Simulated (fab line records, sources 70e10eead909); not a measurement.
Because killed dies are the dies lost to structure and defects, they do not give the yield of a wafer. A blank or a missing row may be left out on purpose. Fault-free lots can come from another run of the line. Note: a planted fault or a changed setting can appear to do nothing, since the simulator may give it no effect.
Comparing a struck lot with a sound one	flow nand-harc	14 steps out of a route of 1302
Sound: these wafers, L211.1, L211.2, L211.5. Struck: wafer L214.5 (L214.2, L214.4, from the same lot, were not struck and are left out); the cause is given at the end.
Per side, at each step with rows, come the tool, then ch with its chambers, and then its first start. Under that, the readings that differ: sound wafers	struck wafers	difference of the means	sigmas: that difference in standard deviations of wafers without a fault.
alike: readings whose means differ by less than 2 such deviations, and words and numbers that are the same on both sides. not compared: withheld readings, readings that some wafer has no value for, bounds like >300 that may hide the same value, and numbers for which the record gives no deviation and whose values overlap.
A row with sigmas, a row that says differs or no value, or rows on one side alone: a step with any of these is where the two part. Numbers that have no deviation but don't overlap get no sigmas and don't part them. A reading missing from all wafers of one side parts the sides only when that side holds two or more wafers.

first, 2 steps without rows for these wafers: NHARC_A_STAIRCASE_ETCH_221 (etches the open film in C4F8/O2, target depth 100 nm, time 40.5 s); NHARC_A_STAIRCASE_TRIM_222 (chemistry O2, time 211.2 s).
NHARC_A_STAIRCASE_ETCH_223: etches the open film in C4F8/O2, target depth 100 nm, time 40.5 s.
  sound on rie-diel-01 ch 1,2,3; struck on rie-diel-10 ch 0
  alike: oes-product-au, rf-vpp-V
  not compared: rf-hours-counter-h
then, 1 step without rows for these wafers: NHARC_A_STAIRCASE_TRIM_224 (chemistry O2, time 211.2 s).
NHARC_A_STAIRCASE_ETCH_225: etches the open film in C4F8/O2, target depth 100 nm, time 40.5 s.
  sound on rie-diel-01 ch 2,3; struck on rie-diel-10 ch 2
reading	sound	struck	difference	sigmas
rf-vpp-V (V)	904 904 903	887	-17	-3
  alike: oes-product-au
  not compared: rf-hours-counter-h
then, 1 step without rows for these wafers: NHARC_A_STAIRCASE_TRIM_226 (chemistry O2, time 211.2 s).
NHARC_A_STAIRCASE_ETCH_227: etches the open film in C4F8/O2, target depth 100 nm, time 40.5 s.
  sound on rie-diel-01 ch 1,3; struck on rie-diel-10 ch 1
  alike: oes-product-au, rf-vpp-V
  not compared: rf-hours-counter-h
then, 1 step without rows for these wafers: NHARC_A_STAIRCASE_TRIM_229 (chemistry O2, time 211.2 s).
NHARC_A_STAIRCASE_ETCH_230: etches the open film in C4F8/O2, target depth 100 nm, time 40.5 s.
  sound on rie-diel-10 ch 2,3; struck on rie-diel-10 ch 3
  alike: oes-product-au, rf-vpp-V
  not compared: rf-hours-counter-h
NHARC_A_STAIRCASE_TRIM_231: chemistry O2, time 211.2 s.
  sound on rie-diel-10 ch 1,2; struck on rie-diel-10 ch 3
  alike: drypump-motor-current-A, oes-product-au, rf-vpp-V, run-length-s, showerhead-plenum-p-Torr, throttle-valve-pct
  not compared: rf-hours-counter-h
then, 1 step without rows for these wafers: NHARC_A_STAIRCASE_ETCH_232 (etches the open film in C4F8/O2, target depth 100 nm, time 40.5 s).
NHARC_A_STAIRCASE_TRIM_233: chemistry O2, time 211.2 s.
  sound on rie-diel-10 ch 1,3, day 16 13:41; struck on rie-diel-10 ch 0, day 17 16:15
reading	sound	struck	difference	sigmas
run-length-s (s)	232.3 231.3 231.4	161.6	-70.1	-99 or more
  alike: drypump-motor-current-A, oes-product-au, rf-vpp-V, showerhead-plenum-p-Torr, throttle-valve-pct
  not compared: rf-hours-counter-h
then, 1 step without rows for these wafers: NHARC_A_STAIRCASE_ETCH_234 (etches the open film in C4F8/O2, target depth 100 nm, time 40.5 s).
-- jump in the record: it breaks off in module A_STAIRCASE and resumes in module END (first step shown: number 1302 of the route), and 8 days separate the struck wafers' starts before and after --
NHARC_END_SORT_01:
  here the record holds rows for the struck wafers (prober-01 ch 0, day 25 20:52) but none for the sound ones

== WHERE THEY PART ==
Last at NHARC_END_SORT_01 as far as this record goes, first at NHARC_A_STAIRCASE_ETCH_225.

WHY: the cause the simulator had injected
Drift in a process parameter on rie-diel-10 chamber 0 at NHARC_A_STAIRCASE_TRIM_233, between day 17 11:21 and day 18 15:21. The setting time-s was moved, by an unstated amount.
